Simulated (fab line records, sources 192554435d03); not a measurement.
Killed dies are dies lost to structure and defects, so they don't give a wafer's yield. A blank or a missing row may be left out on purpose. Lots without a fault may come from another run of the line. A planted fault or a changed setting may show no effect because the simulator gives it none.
Which tool did it? | flow n5_finfet | 20 lots, 60 wafers sampled, at 6 steps of a route of 1938

WHAT THE GAUGES READ, wafer by wafer
The record holds no reading of a measuring or inspecting step that can be judged against a usual standard deviation.

WHICH TOOL RAN EACH LOT (tool, then ch and the chambers of the sampled wafers, then the start)
lot  | N5_BEOL_M14_ETCH_68                | N5_BEOL_M15_ETCH_59                | N5_BEOL_M15_STRIP_64                          | N5_BEOL_M15_ETCH_57                | N5_BEOL_M15_PRE_CLEAN_42     | N5_BEOL_M15_SPUTTER_45
L075 | rie_diel-02 ch 1,3, day 11 13:17   | rie_diel-05 ch 0,2,3, day 11 17:51 | rie_diel-05 ch 0,2,3, day 11 18:25 or earlier | rie_diel-05 ch 0,1, day 11 18:25   | pvd_sputter-01, day 12 00:44 | pvd_sputter-01, day 12 00:56
L076 | rie_diel-02 ch 1,2,3, day 11 19:06 | rie_diel-06 ch 1,2, day 11 21:58   | rie_diel-06 ch 1,2, day 11 22:31 or earlier   | rie_diel-03 ch 0,1, day 11 22:31   | pvd_sputter-03, day 12 01:46 | pvd_sputter-03, day 12 01:58
L074 | rie_diel-04 ch 1,2, day 11 21:59   | rie_diel-06 ch 0,1,2, day 12 02:49 | rie_diel-06 ch 0,1,2, day 12 03:23 or earlier | rie_diel-05 ch 1,2,3, day 12 03:23 | pvd_sputter-01, day 12 09:47 | pvd_sputter-01, day 12 09:59
L077 | rie_diel-01 ch 1,2,3, day 12 04:32 | rie_diel-03 ch 1,2, day 12 12:21   | rie_diel-03 ch 1,2, day 12 12:55 or earlier   | rie_diel-03 ch 1,2,3, day 12 12:55 | pvd_sputter-01, day 12 15:05 | pvd_sputter-01, day 12 15:17
L079 | rie_diel-02 ch 0,2, day 13 05:40   | rie_diel-03 ch 2,3, day 13 10:43   | rie_diel-03 ch 2,3, day 13 11:17 or earlier   | rie_diel-05 ch 1,3, day 13 11:17   | pvd_sputter-03, day 13 13:42 | pvd_sputter-03, day 13 13:54
L078 | rie_diel-04 ch 0,2,3, day 13 05:55 | rie_diel-03 ch 0,2,3, day 13 11:23 | rie_diel-03 ch 0,2,3, day 13 11:59 or earlier | rie_diel-06 ch 1,2, day 13 11:59   | pvd_sputter-02, day 13 13:50 | pvd_sputter-02, day 13 14:02
L081 | rie_diel-04 ch 0,2,3, day 13 11:41 | rie_diel-05 ch 3, day 13 18:38     | rie_diel-05 ch 3, day 13 19:25 or earlier     | rie_diel-05 ch 1,3, day 13 19:25   | pvd_sputter-03, day 13 21:40 | pvd_sputter-03, day 13 21:52
L080 | rie_diel-02 ch 0,1,3, day 13 12:37 | rie_diel-06 ch 0,1,2, day 13 20:17 | rie_diel-06 ch 0,1,2, day 13 20:52 or earlier | rie_diel-03 ch 0,2,3, day 13 20:52 | pvd_sputter-03, day 14 00:47 | pvd_sputter-03, day 14 00:59
L085 | rie_diel-04 ch 1,2, day 14 01:03   | rie_diel-05 ch 0,1,3, day 14 05:11 | rie_diel-05 ch 0,1,3, day 14 05:49 or earlier | rie_diel-03 ch 0,1,2, day 14 05:49 | pvd_sputter-03, day 14 08:08 | pvd_sputter-03, day 14 08:20
L084 | rie_diel-01 ch 0,1, day 14 06:05   | rie_diel-05 ch 0,2, day 14 10:43   | rie_diel-05 ch 0,2, day 14 11:17 or earlier   | rie_diel-06 ch 1,2,3, day 14 11:17 | pvd_sputter-03, day 14 13:32 | pvd_sputter-03, day 14 13:44
L086 | rie_diel-02 ch 0,1, day 14 18:05   | rie_diel-03 ch 0,1, day 15 00:04   | rie_diel-03 ch 0,1, day 15 00:37 or earlier   | rie_diel-03 ch 0,2, day 15 00:37   | pvd_sputter-01, day 15 02:42 | pvd_sputter-01, day 15 02:54
L088 | rie_diel-04 ch 2,3, day 15 00:40   | rie_diel-05 ch 1,2, day 15 08:06   | rie_diel-05 ch 1,2, day 15 08:40 or earlier   | rie_diel-05 ch 0,2,3, day 15 08:40 | pvd_sputter-03, day 15 15:46 | pvd_sputter-03, day 15 15:58
L089 | rie_diel-02 ch 0,1,3, day 15 06:53 | rie_diel-06 ch 0,1,3, day 15 10:28 | rie_diel-06 ch 0,1,3, day 15 11:02 or earlier | rie_diel-06 ch 1,2,3, day 15 11:02 | pvd_sputter-02, day 15 16:00 | pvd_sputter-02, day 15 16:12
L090 | rie_diel-01 ch 0,1,2, day 15 15:38 | rie_diel-03 ch 0,2,3, day 15 21:16 | rie_diel-03 ch 0,2,3, day 15 21:49 or earlier | rie_diel-05 ch 0,2,3, day 15 21:49 | pvd_sputter-01, day 16 00:46 | pvd_sputter-01, day 16 00:58
L092 | rie_diel-04 ch 0,2,3, day 15 20:32 | rie_diel-03 ch 1,2,3, day 16 03:05 | rie_diel-03 ch 1,2,3, day 16 03:38 or earlier | rie_diel-06 ch 1,2,3, day 16 03:38 | pvd_sputter-02, day 16 09:21 | pvd_sputter-02, day 16 09:33
L095 | rie_diel-02 ch 0,3, day 16 12:40   | rie_diel-05 ch 0,2, day 16 18:37   | rie_diel-05 ch 0,2, day 16 19:11 or earlier   | rie_diel-03 ch 0,2,3, day 16 19:11 | pvd_sputter-03, day 16 22:38 | pvd_sputter-03, day 16 22:50
L093 | rie_diel-01 ch 0,1,3, day 16 20:11 | rie_diel-06 ch 1,2, day 17 01:37   | rie_diel-06 ch 1,2, day 17 02:11 or earlier   | rie_diel-05 ch 1,2,3, day 17 02:11 | pvd_sputter-01, day 17 06:04 | pvd_sputter-01, day 17 06:16
L096 | rie_diel-01 ch 0,1,3, day 17 01:27 | rie_diel-05 ch 0,1,2, day 17 04:34 | rie_diel-05 ch 0,1,2, day 17 05:10 or earlier | rie_diel-06 ch 0,2,3, day 17 05:10 | pvd_sputter-02, day 17 10:13 | pvd_sputter-02, day 17 11:49
L094 | rie_diel-01 ch 0,3, day 17 02:13   | rie_diel-06 ch 1,2,3, day 17 06:38 | rie_diel-06 ch 1,2,3, day 17 07:12 or earlier | rie_diel-06 ch 1,3, day 17 07:12   | pvd_sputter-03, day 17 10:17 | pvd_sputter-03, day 17 10:29
L097 | rie_diel-01 ch 0,1,2, day 17 17:13 | rie_diel-05 ch 1,2,3, day 17 22:11 | rie_diel-05 ch 1,2,3, day 17 22:46 or earlier | rie_diel-05 ch 0,1,3, day 17 22:46 | pvd_sputter-02, day 18 01:59 | pvd_sputter-02, day 18 02:11
- N5_BEOL_M14_ETCH_68: etches SOC in N2/H2, time 450 s.
- N5_BEOL_M15_ETCH_59: etches BARC in N2/H2, target depth 89 nm, overetch 26.7 nm, time 67.9 s.
- N5_BEOL_M15_STRIP_64: strips in O2.
- N5_BEOL_M15_ETCH_57: etches SOC in N2/H2, time 750 s.
- N5_BEOL_M15_PRE_CLEAN_42: time 30 s.
- N5_BEOL_M15_SPUTTER_45: material Cu, target thk 100 nm, time 16.67 s.

WHAT THE TOOLS THEMSELVES READ (means of the sampled wafers that have a number; where no wafer has one, the mark that the record gives instead)
N5_BEOL_M14_ETCH_68. Usual: drypump_motor_current_A 5.8 A, standard deviation 0.54; h2_flow_sccm 200.1 sccm, standard deviation 0.61; oes_product_au 0.76 a.u., standard deviation 0.073; rf_vpp_V 523.1 V, standard deviation 2.1; showerhead_plenum_p_Torr 2.52 Torr, standard deviation 0.069; temp_c 40.00 C, standard deviation 0.12; throttle_valve_pct 17.84 %, standard deviation 0.26.
lot  | tool        | drypump_motor_current_A (A) | h2_flow_sccm (sccm) | oes_product_au (a.u.) | rf_vpp_V (V) | showerhead_plenum_p_Torr (Torr) | temp_c (C) | throttle_valve_pct (%) | flag
L075 | rie_diel-02 | 6.1                         | 200.2               | 0.71                  | 523.4        | 2.53                            | 40.03      | 18.22                  |
L076 | rie_diel-02 | 5.8                         | 200.4               | 0.71                  | 524.8        | 2.56                            | 39.98      | 18.09                  |
L074 | rie_diel-04 | 6.0                         | 200.1               | 0.74                  | 521.6        | 2.50                            | 40.02      | 18.03                  |
L077 | rie_diel-01 | 5.6                         | 199.9               | 0.78                  | 523.8        | 2.53                            | 40.06      | 17.60                  |
L079 | rie_diel-02 | 5.7                         | 200.1               | 0.77                  | 525.8        | 2.61                            | 40.02      | 17.78                  |
L078 | rie_diel-04 | 6.1                         | 200.0               | 0.74                  | 520.0        | 2.42                            | 39.90      | 17.91                  |
L081 | rie_diel-04 | 6.1                         | 200.5               | 0.73                  | 521.1        | 2.42                            | 39.91      | 17.90                  |
L080 | rie_diel-02 | 5.7                         | 200.3               | 0.76                  | 523.5        | 2.55                            | 40.07      | 18.10                  |
L085 | rie_diel-04 | 6.1                         | 200.4               | 0.90                  | 522.3        | 2.49                            | 39.92      | 17.78                  |
L084 | rie_diel-01 | 5.4                         | 199.8               | 0.79                  | 524.1        | 2.55                            | 39.98      | 17.61                  |
L086 | rie_diel-02 | 6.3                         | 200.0               | 0.75                  | 523.8        | 2.55                            | 40.01      | 18.07                  |
L088 | rie_diel-04 | 5.6                         | 200.3               | 0.74                  | 520.0        | 2.42                            | 40.12      | 17.95                  |
L089 | rie_diel-02 | 5.7                         | 199.5               | 0.75                  | 523.6        | 2.54                            | 40.13      | 18.13                  |
L090 | rie_diel-01 | 5.3                         | 199.7               | 0.77                  | 522.3        | 2.51                            | 40.05      | 17.67                  |
L092 | rie_diel-04 | 6.1                         | 200.3               | 0.82                  | 524.3        | 2.52                            | 40.00      | 17.81                  |
L095 | rie_diel-02 | 5.4                         | 200.1               | 0.79                  | 524.4        | 2.57                            | 39.98      | 18.02                  |
L093 | rie_diel-01 | 5.7                         | 200.1               | 0.77                  | 524.9        | 2.55                            | 40.02      | 17.59                  |
L096 | rie_diel-01 | 5.7                         | 200.1               | 0.76                  | 524.6        | 2.55                            | 39.96      | 17.60                  |
L094 | rie_diel-01 | 5.9                         | 199.3               | 0.76                  | 523.8        | 2.55                            | 40.07      | 17.55                  |
L097 | rie_diel-01 | 5.3                         | 200.1               | 0.76                  | 522.8        | 2.51                            | 40.02      | 17.71                  |

N5_BEOL_M15_ETCH_59. Usual: drypump_motor_current_A 5.38 A, standard deviation 0.26; h2_flow_sccm 200.0 sccm, standard deviation 0.65; oes_product_au 0.68 a.u., standard deviation 0.076; rf_vpp_V 524.0 V, standard deviation 1.9; showerhead_plenum_p_Torr 2.56 Torr, standard deviation 0.062; throttle_valve_pct 17.89 %, standard deviation 0.28.
lot  | tool        | drypump_motor_current_A (A) | h2_flow_sccm (sccm) | oes_product_au (a.u.) | rf_vpp_V (V) | showerhead_plenum_p_Torr (Torr) | throttle_valve_pct (%) | flag
L075 | rie_diel-05 | 5.33                        | 200.2               | 0.73                  | 525.0        | 2.58                            | 17.89                  |
L076 | rie_diel-06 | 5.60                        | 199.8               | 0.72                  | 525.0        | 2.58                            | 17.91                  |
L074 | rie_diel-06 | 5.48                        | 200.1               | 0.66                  | 524.5        | 2.60                            | 18.04                  |
L077 | rie_diel-03 | 5.27                        | 199.4               | 0.76                  | 525.0        | 2.55                            | 17.72                  |
L079 | rie_diel-03 | 5.18                        | 200.4               | 0.78                  | 525.0        | 2.58                            | 17.83                  |
L078 | rie_diel-03 | 5.46                        | 199.8               | 0.72                  | 522.6        | 2.54                            | 17.75                  |
L081 | rie_diel-05 | 5.32                        | 200.0               | 0.60                  | 522.9        | 2.51                            | 18.08                  |
L080 | rie_diel-06 | 5.49                        | 200.0               | 0.65                  | 524.6        | 2.60                            | 18.05                  |
L085 | rie_diel-05 | 5.28                        | 199.8               | 0.70                  | 523.1        | 2.53                            | 17.85                  |
L084 | rie_diel-05 | 5.45                        | 199.9               | 0.75                  | 525.5        | 2.60                            | 17.80                  |
L086 | rie_diel-03 | 5.50                        | 199.2               | 0.63                  | 525.8        | 2.60                            | 17.70                  |
L088 | rie_diel-05 | 5.54                        | 199.8               | 0.72                  | 523.0        | 2.51                            | 17.59                  |
L089 | rie_diel-06 | 5.28                        | 199.5               | 0.64                  | 525.0        | 2.59                            | 17.94                  |
L090 | rie_diel-03 | 5.43                        | 200.0               | 0.70                  | 522.4        | 2.53                            | 17.79                  |
L092 | rie_diel-03 | 5.23                        | 199.3               | 0.71                  | 524.4        | 2.58                            | 17.81                  |
L095 | rie_diel-05 | 5.26                        | 199.6               | 0.74                  | 524.7        | 2.60                            | 17.91                  |
L093 | rie_diel-06 | 5.76                        | 200.5               | 0.64                  | 523.6        | 2.55                            | 18.28                  |
L096 | rie_diel-05 | 5.39                        | 200.1               | 0.72                  | 523.1        | 2.55                            | 17.77                  |
L094 | rie_diel-06 | 5.55                        | 200.5               | 0.63                  | 523.3        | 2.54                            | 18.16                  |
L097 | rie_diel-05 | 5.50                        | 200.1               | 0.66                  | 523.4        | 2.51                            | 17.82                  |

N5_BEOL_M15_STRIP_64. Usual: drypump_motor_current_A 5.38 A, standard deviation 0.27; oes_product_au 0.81 a.u., standard deviation 0.095; rf_vpp_V 3.7 V, standard deviation 0.44; showerhead_plenum_p_Torr 2.10 Torr, standard deviation 0.046; temp_c 59.99 C, standard deviation 0.11; throttle_valve_pct 16.61 %, standard deviation 0.23.
lot  | tool        | drypump_motor_current_A (A) | oes_product_au (a.u.) | rf_vpp_V (V) | showerhead_plenum_p_Torr (Torr) | temp_c (C) | throttle_valve_pct (%) | flag
L075 | rie_diel-05 | 5.33                        | 0.85                  | 3.8          | 2.11                            | 60.00      | 16.54                  |
L076 | rie_diel-06 | 5.60                        | 0.85                  | 3.4          | 2.11                            | 60.04      | 16.61                  |
L074 | rie_diel-06 | 5.46                        | 0.78                  | 3.4          | 2.13                            | 60.03      | 16.72                  |
L077 | rie_diel-03 | 5.26                        | 0.89                  | 3.3          | 2.12                            | 60.08      | 16.53                  |
L079 | rie_diel-03 | 5.20                        | 0.92                  | 3.5          | 2.10                            | 59.98      | 16.47                  |
L078 | rie_diel-03 | 5.45                        | 0.84                  | 3.6          | 2.09                            | 59.95      | 16.49                  |
L081 | rie_diel-05 | 5.33                        | 0.71                  | 3.4          | 2.07                            | 59.98      | 16.80                  |
L080 | rie_diel-06 | 5.48                        | 0.77                  | 3.7          | 2.13                            | 59.97      | 16.73                  |
L085 | rie_diel-05 | 5.25                        | 0.83                  | 3.5          | 2.08                            | 59.96      | 16.55                  |
L084 | rie_diel-05 | 5.45                        | 0.89                  | 3.7          | 2.12                            | 59.94      | 16.42                  |
L086 | rie_diel-03 | 5.51                        | 0.74                  | 3.6          | 2.15                            | 59.95      | 16.66                  |
L088 | rie_diel-05 | 5.53                        | 0.86                  | 4.0          | 2.07                            | 59.92      | 16.36                  |
L089 | rie_diel-06 | 5.28                        | 0.75                  | 3.7          | 2.13                            | 60.00      | 16.70                  |
L090 | rie_diel-03 | 5.44                        | 0.82                  | 3.3          | 2.08                            | 59.98      | 16.53                  |
L092 | rie_diel-03 | 5.22                        | 0.83                  | 3.4          | 2.13                            | 60.01      | 16.58                  |
L095 | rie_diel-05 | 5.24                        | 0.88                  | 3.6          | 2.11                            | 59.93      | 16.51                  |
L093 | rie_diel-06 | 5.75                        | 0.75                  | 4.2          | 2.09                            | 59.95      | 16.90                  |
L096 | rie_diel-05 | 5.37                        | 0.85                  | 3.7          | 2.09                            | 60.04      | 16.44                  |
L094 | rie_diel-06 | 5.55                        | 0.74                  | 4.1          | 2.09                            | 59.87      | 16.85                  |
L097 | rie_diel-05 | 5.50                        | 0.78                  | 3.9          | 2.07                            | 60.04      | 16.54                  |

N5_BEOL_M15_ETCH_57. Usual: drypump_motor_current_A 5.41 A, standard deviation 0.28; h2_flow_sccm 200.0 sccm, standard deviation 0.7; oes_product_au 0.80 a.u., standard deviation 0.096; rf_vpp_V 524.2 V, standard deviation 1.9; showerhead_plenum_p_Torr 2.56 Torr, standard deviation 0.063; throttle_valve_pct 17.78 %, standard deviation 0.29.
lot  | tool        | drypump_motor_current_A (A) | h2_flow_sccm (sccm) | oes_product_au (a.u.) | rf_vpp_V (V) | showerhead_plenum_p_Torr (Torr) | throttle_valve_pct (%) | flag
L075 | rie_diel-05 | 5.17                        | 200.1               | 0.94                  | 524.5        | 2.57                            | 17.66                  |
L076 | rie_diel-03 | 5.73                        | 200.0               | 0.72                  | 524.0        | 2.56                            | 17.52                  |
L074 | rie_diel-05 | 5.50                        | 199.7               | 0.84                  | 523.6        | 2.53                            | 17.64                  |
L077 | rie_diel-03 | 5.22                        | 200.5               | 0.89                  | 525.9        | 2.59                            | 17.65                  |
L079 | rie_diel-05 | 5.36                        | 199.5               | 0.76                  | 522.5        | 2.50                            | 17.77                  |
L078 | rie_diel-06 | 5.75                        | 199.9               | 0.78                  | 524.1        | 2.56                            | 18.14                  |
L081 | rie_diel-05 | 5.42                        | 199.5               | 0.80                  | 522.1        | 2.48                            | 17.59                  |
L080 | rie_diel-03 | 5.46                        | 199.9               | 0.84                  | 524.1        | 2.53                            | 17.65                  |
L085 | rie_diel-03 | 5.51                        | 200.4               | 0.79                  | 524.3        | 2.55                            | 17.59                  |
L084 | rie_diel-06 | 5.54                        | 200.0               | 0.75                  | 523.0        | 2.55                            | 18.01                  |
L086 | rie_diel-03 | 5.71                        | 199.9               | 0.75                  | 521.7        | 2.49                            | 17.58                  |
L088 | rie_diel-05 | 5.35                        | 200.1               | 0.83                  | 524.4        | 2.57                            | 17.83                  |
L089 | rie_diel-06 | 5.57                        | 200.2               | 0.74                  | 522.9        | 2.55                            | 18.03                  |
L090 | rie_diel-05 | 5.35                        | 200.1               | 0.83                  | 524.7        | 2.57                            | 17.83                  |
L092 | rie_diel-06 | 5.58                        | 200.5               | 0.74                  | 523.4        | 2.55                            | 18.04                  |
L095 | rie_diel-03 | 5.44                        | 199.8               | 0.92                  | 523.6        | 2.53                            | 17.57                  |
L093 | rie_diel-05 | 5.49                        | 199.8               | 0.80                  | 523.4        | 2.51                            | 17.69                  |
L096 | rie_diel-06 | 5.45                        | 199.7               | 0.69                  | 524.0        | 2.57                            | 18.18                  |
L094 | rie_diel-06 | 5.41                        | 199.7               | 0.78                  | 524.4        | 2.56                            | 17.75                  |
L097 | rie_diel-05 | 5.25                        | 199.5               | 0.79                  | 523.7        | 2.52                            | 17.78                  |

N5_BEOL_M15_PRE_CLEAN_42. Usual: heater_power_w 474 W, standard deviation 44.
lot  | tool           | heater_power_w (W) | flag
L075 | pvd_sputter-01 | 450                |
L076 | pvd_sputter-03 | 486                |
L074 | pvd_sputter-01 | 465                |
L077 | pvd_sputter-01 | 487                |
L079 | pvd_sputter-03 | 479                |
L078 | pvd_sputter-02 | 493                |
L081 | pvd_sputter-03 | 465                |
L080 | pvd_sputter-03 | 455                |
L085 | pvd_sputter-03 | 448                |
L084 | pvd_sputter-03 | 423                |
L086 | pvd_sputter-01 | 467                |
L088 | pvd_sputter-03 | 498                |
L089 | pvd_sputter-02 | 503                |
L090 | pvd_sputter-01 | 468                |
L092 | pvd_sputter-02 | 470                |
L095 | pvd_sputter-03 | 446                |
L093 | pvd_sputter-01 | 483                |
L096 | pvd_sputter-02 | 472                |
L094 | pvd_sputter-03 | 493                |
L097 | pvd_sputter-02 | 469                |

N5_BEOL_M15_SPUTTER_45. Usual: chamber_pressure_pa 0.13005 Pa, standard deviation 0.00026; throttle_valve_pct 29.5 %, standard deviation 1.1.
lot  | tool           | chamber_pressure_pa (Pa) | throttle_valve_pct (%) | flag
L075 | pvd_sputter-01 | 0.13015                  | 28.4                   |
L076 | pvd_sputter-03 | 0.13006                  | 29.2                   |
L074 | pvd_sputter-01 | 0.12992                  | 29.9                   |
L077 | pvd_sputter-01 | 0.13025                  | 28.7                   |
L079 | pvd_sputter-03 | 0.13001                  | 29.9                   |
L078 | pvd_sputter-02 | 0.13022                  | 30.0                   |
L081 | pvd_sputter-03 | 0.13005                  | 28.6                   |
L080 | pvd_sputter-03 | 0.13000                  | 29.1                   |
L085 | pvd_sputter-03 | 0.12993                  | 29.2                   |
L084 | pvd_sputter-03 | 0.13012                  | 27.9                   |
L086 | pvd_sputter-01 | 0.13014                  | 29.7                   |
L088 | pvd_sputter-03 | 0.13034                  | 29.5                   |
L089 | pvd_sputter-02 | 0.13014                  | 30.3                   |
L090 | pvd_sputter-01 | 0.13024                  | 29.0                   |
L092 | pvd_sputter-02 | 0.12992                  | 29.5                   |
L095 | pvd_sputter-03 | 0.12995                  | 29.5                   |
L093 | pvd_sputter-01 | 0.12991                  | 28.8                   |
L096 | pvd_sputter-02 | 0.12988                  | 29.6                   |
L094 | pvd_sputter-03 | 0.13014                  | 29.5                   |
L097 | pvd_sputter-02 | 0.12984                  | 30.1                   |

THE ANSWER, worked out from the rows above alone
Rule: a lot is off if the mean of its wafers that have a number lies more than 3 standard deviations from the usual mean. A lot without any number at a reading at which 4 lots or more have one is off too. The other lots that the step has rows for count as sound. The gauges are gone through in route order, then the tools' own readings, and for those a lot's mean is taken as printed above. The first step at which some lot is off is used, and at that step the reading that is off furthest; a lot without a number counts as furthest.
No lot is off at any reading shown: from this, nothing can be told.

WHAT THE SIMULATOR HAD PUT IN
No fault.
